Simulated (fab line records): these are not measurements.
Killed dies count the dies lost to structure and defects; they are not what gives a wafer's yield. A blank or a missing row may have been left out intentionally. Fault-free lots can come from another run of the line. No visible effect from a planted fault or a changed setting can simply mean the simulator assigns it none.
Split-lot experiment + flow n5Finfet + route with 1938 steps; 7 lots, 21 wafers read

## THE SPLIT ITSELF
At N5_HKMG_FIN_PEB_10 (peb time 60 s), the setting pebTimeS was moved away from the recipe's 60 s on 8 of the 21 wafers read, by -12.6% to +8.7%. For the rest of the wafers, this setting stayed at what the recipe calls for.

## FROM THE SPLIT ON TO THE READING: in between, the file shows 1 step
- N5_HKMG_FIN_DEVELOP_11: develop time 30 s

## THE READING
At N5_HKMG_FIN_CD_MEAS_12: cdNm in nanometres, against a target cd of 92.8 nm. Typical for fault-free wafers on this fab line: 93.4 nm, with standard deviation 0.61 nm.

| wafer  | tool, chamber at the split | pebTimeS as run, s | against the recipe | cdNm, nm | against lot-mates on the recipe |
|--------|----------------------------|--------------------|--------------------|----------|---------------------------------|
| L078.4 | lithoTrack-02, 0           | 65.24              | +8.7%              | 96.6     | +3.1                            |
| L078.5 | lithoTrack-02, 0           | 60                 | recipe             | 93.5     | -                               |
| L078.6 | lithoTrack-02, 0           | 65.24              | +8.7%              | 96.8     | +3.3                            |
| L080.1 | lithoTrack-03, 0           | 52.46              | -12.6%             | 88.4     | -4.7                            |
| L080.2 | lithoTrack-03, 0           | 60                 | recipe             | 93.1     | -                               |
| L080.6 | lithoTrack-03, 0           | 52.46              | -12.6%             | 88.8     | -4.3                            |
| L081.1 | lithoTrack-04, 0           | 64.85              | +8.1%              | 96.3     | +3.2                            |
| L081.3 | lithoTrack-04, 0           | 60                 | recipe             | 93.1     | -                               |
| L081.5 | lithoTrack-04, 0           | 64.85              | +8.1%              | 94.6     | +1.5                            |
| L083.1 | lithoTrack-02, 0           | 53.96              | -10.1%             | 89.8     | -3.0                            |
| L083.2 | lithoTrack-02, 0           | 60                 | recipe             | 92.9     | -                               |
| L083.4 | lithoTrack-02, 0           | 60                 | recipe             | 92.8     | -                               |
| L084.2 | lithoTrack-02, 0           | 60                 | recipe             | 93.8     | -                               |
| L084.5 | lithoTrack-02, 0           | 60                 | recipe             | 93.3     | -                               |
| L084.6 | lithoTrack-02, 0           | 60                 | recipe             | 92.9     | -                               |
| L088.1 | lithoTrack-02, 0           | 60                 | recipe             | 93.6     | -                               |
| L088.3 | lithoTrack-02, 0           | 60                 | recipe             | 92.8     | -                               |
| L088.4 | lithoTrack-02, 0           | 60                 | recipe             | 94.1     | -                               |
| L091.1 | lithoTrack-02, 0           | 60                 | recipe             | 93.3     | -                               |
| L091.4 | lithoTrack-02, 0           | 60                 | recipe             | 93.8     | -                               |
| L091.6 | lithoTrack-02, 0           | 64.15              | +6.9%              | 95.1     | +1.5                            |

FIT RESULTS
A straight line over all 21 wafers: cdNm changes by +0.348 nm for each +1% of pebTimeS; r = +0.97; the points scatter about the line by 0.53 nm.
The same after taking each lot's own level away (the mean of its wafers on the recipe; 21 wafers): +0.332 nm for each +1%; r = +0.98; scatter 0.47 nm.
Per that fit: largest pebTimeS move, reading shift of 4.2 nm.
The lots' own levels span 92.85 to 93.55 nm, that is 1.1 times the standard deviation above.
Hence the lot-to-lot level has little effect on the slope; both slopes agree.
Check: for one of the wafers moved furthest among these (-12.6%), held out of the fit, the line's prediction against its lot-mates is -4.06 nm. It came out at -4.7 nm against them.

## THE OTHER SPLITS THESE WAFERS WENT THROUGH
Other splits were also applied to these wafers ahead of the reading. Each is held against what the fit with the lots' levels taken away leaves over:
| other split on the same wafers | wafers away from the commonest value | r with cdNm (lot level and that fit taken away) |
|--------------------------------|--------------------------------------|-------------------------------------------------|
| N5_HKMG_FIN_COAT_43 spinRpm    | 7                                    | +0.22                                           |

## THE WHOLE CHAIN: every reading that the file lists as answering this split, in the file's order
| step                   | what it does             | reading                                                        | change (the file's fit)               | r (the file's) |
|------------------------|--------------------------|----------------------------------------------------------------|---------------------------------------|----------------|
| N5_HKMG_FIN_CD_MEAS_12 | target cd 92.8 nm        | cdNm                                                           | +0.323 nm for each +1% of the setting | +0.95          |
| N5_HKMG_FIN_DESCUM_17  | chemistry O2, time 7.9 s | HKMG_FIN.cdNm (the simulator's own value, which no gauge read) | +0.332 nm for each +1% of the setting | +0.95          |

## THE FILE'S OWN FIT
cdNm changes by +0.323 nm for each +1% of pebTimeS, r = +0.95.
